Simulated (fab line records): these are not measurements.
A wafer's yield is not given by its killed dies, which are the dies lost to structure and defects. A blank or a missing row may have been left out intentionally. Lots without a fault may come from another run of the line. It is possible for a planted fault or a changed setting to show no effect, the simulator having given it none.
Chamber matching :: flow n5-finfet :: N5_BEOL_M14_ETCH_67 on rie-diel-03 has 4 sister chambers
The step etches SiARC in CF4, target depth 143 nm, time 238.3 s. 18 wafers are shown with their chamber, then 9 later ones without.

EACH WAFER AND ITS CHAMBER
wafer: L076.1
chamber: 3
drypump-motor-current-A (A): 6.3
showerhead-plenum-p-Torr (Torr): 2.29
throttle-valve-pct (%): 15.58

wafer: L076.3
chamber: 2
drypump-motor-current-A (A): 5.3
showerhead-plenum-p-Torr (Torr): 2.15
throttle-valve-pct (%): 16.01

wafer: L076.6
chamber: 2
drypump-motor-current-A (A): 5.3
showerhead-plenum-p-Torr (Torr): 2.15
throttle-valve-pct (%): 15.99

wafer: L079.3
chamber: 2
drypump-motor-current-A (A): 5.3
showerhead-plenum-p-Torr (Torr): 2.15
throttle-valve-pct (%): 16.00

wafer: L079.4
chamber: 1
drypump-motor-current-A (A): 5.2
showerhead-plenum-p-Torr (Torr): 2.14
throttle-valve-pct (%): 15.66

wafer: L079.6
chamber: 1
drypump-motor-current-A (A): 5.2
showerhead-plenum-p-Torr (Torr): 2.14
throttle-valve-pct (%): 15.66

wafer: L082.1
chamber: 0
drypump-motor-current-A (A): 5.7
showerhead-plenum-p-Torr (Torr): 2.21
throttle-valve-pct (%): 15.70

wafer: L082.2
chamber: 1
drypump-motor-current-A (A): 5.2
showerhead-plenum-p-Torr (Torr): 2.13
throttle-valve-pct (%): 15.67

wafer: L082.3
chamber: 3
drypump-motor-current-A (A): 6.3
showerhead-plenum-p-Torr (Torr): 2.29
throttle-valve-pct (%): 15.61

wafer: L082.4
chamber: 2
drypump-motor-current-A (A): 5.3
showerhead-plenum-p-Torr (Torr): 2.15
throttle-valve-pct (%): 16.04

wafer: L082.5
chamber: 2
drypump-motor-current-A (A): 5.3
showerhead-plenum-p-Torr (Torr): 2.15
throttle-valve-pct (%): 16.03

wafer: L082.6
chamber: 3
drypump-motor-current-A (A): 6.3
showerhead-plenum-p-Torr (Torr): 2.29
throttle-valve-pct (%): 15.63

wafer: L084.1
chamber: 1
drypump-motor-current-A (A): 5.2
showerhead-plenum-p-Torr (Torr): 2.13
throttle-valve-pct (%): 15.69

wafer: L084.2
chamber: 2
drypump-motor-current-A (A): 5.3
showerhead-plenum-p-Torr (Torr): 2.15
throttle-valve-pct (%): 16.02

wafer: L084.6
chamber: 1
drypump-motor-current-A (A): 5.2
showerhead-plenum-p-Torr (Torr): 2.13
throttle-valve-pct (%): 15.67

wafer: L083.1
chamber: 3
drypump-motor-current-A (A): 6.3
showerhead-plenum-p-Torr (Torr): 2.29
throttle-valve-pct (%): 15.62

wafer: L083.2
chamber: 0
drypump-motor-current-A (A): 5.7
showerhead-plenum-p-Torr (Torr): 2.20
throttle-valve-pct (%): 15.71

wafer: L083.4
chamber: 1
drypump-motor-current-A (A): 5.3
showerhead-plenum-p-Torr (Torr): 2.13
throttle-valve-pct (%): 15.67

SIGNATURES (means of the wafers above)
reading: drypump-motor-current-A
chamber 0: 5.700
chamber 1: 5.217
chamber 2: 5.300
chamber 3: 6.300
scatter within a chamber: 0.0244

reading: showerhead-plenum-p-Torr
chamber 0: 2.2050
chamber 1: 2.1333
chamber 2: 2.1500
chamber 3: 2.2900
scatter within a chamber: 0.00362

reading: throttle-valve-pct
chamber 0: 15.7050
chamber 1: 15.6700
chamber 2: 16.0150
chamber 3: 15.6100
scatter within a chamber: 0.0165
Rule: distance of a wafer from a chamber = root of the sum over the readings of ((wafer's reading minus chamber's mean) / reading's scatter) squared. If the next closest chamber is less than 2 further off than the closest, the wafer can't be placed; otherwise it belongs to the closest. The scatter: the root of (the sum of the squares of (reading less its chamber's mean) over the shown wafers, divided by (wafers less chambers)).

WAFERS WHOSE CHAMBER IS MISSING
wafer: L092.3
drypump-motor-current-A (A): 5.3
showerhead-plenum-p-Torr (Torr): 2.14
throttle-valve-pct (%): 16.06

wafer: L092.4
drypump-motor-current-A (A): 5.7
showerhead-plenum-p-Torr (Torr): 2.20
throttle-valve-pct (%): 15.73

wafer: L092.6
drypump-motor-current-A (A): 6.3
showerhead-plenum-p-Torr (Torr): 2.28
throttle-valve-pct (%): 15.67

wafer: L095.2
drypump-motor-current-A (A): 5.2
showerhead-plenum-p-Torr (Torr): 2.12
throttle-valve-pct (%): 15.73

wafer: L095.3
drypump-motor-current-A (A): 5.7
showerhead-plenum-p-Torr (Torr): 2.19
throttle-valve-pct (%): 15.77

wafer: L095.4
drypump-motor-current-A (A): 5.3
showerhead-plenum-p-Torr (Torr): 2.13
throttle-valve-pct (%): 16.08

wafer: L096.2
drypump-motor-current-A (A): 6.3
showerhead-plenum-p-Torr (Torr): 2.28
throttle-valve-pct (%): 15.68

wafer: L096.3
drypump-motor-current-A (A): 5.3
showerhead-plenum-p-Torr (Torr): 2.13
throttle-valve-pct (%): 16.10

wafer: L096.4
drypump-motor-current-A (A): 5.7
showerhead-plenum-p-Torr (Torr): 2.19
throttle-valve-pct (%): 15.76

THE CHAMBER EACH PASSED THROUGH
wafer: L092.3
from the rows above: 2
in truth: 2

wafer: L092.4
from the rows above: 0
in truth: 0

wafer: L092.6
from the rows above: 3
in truth: 3

wafer: L095.2
from the rows above: 1
in truth: 1

wafer: L095.3
from the rows above: 0
in truth: 0

wafer: L095.4
from the rows above: 2
in truth: 2

wafer: L096.2
from the rows above: 3
in truth: 3

wafer: L096.3
from the rows above: 2
in truth: 2

wafer: L096.4
from the rows above: 0
in truth: 0
9 of 9 placed correctly. Can't be placed from these rows: 0. 0 placed wrongly.
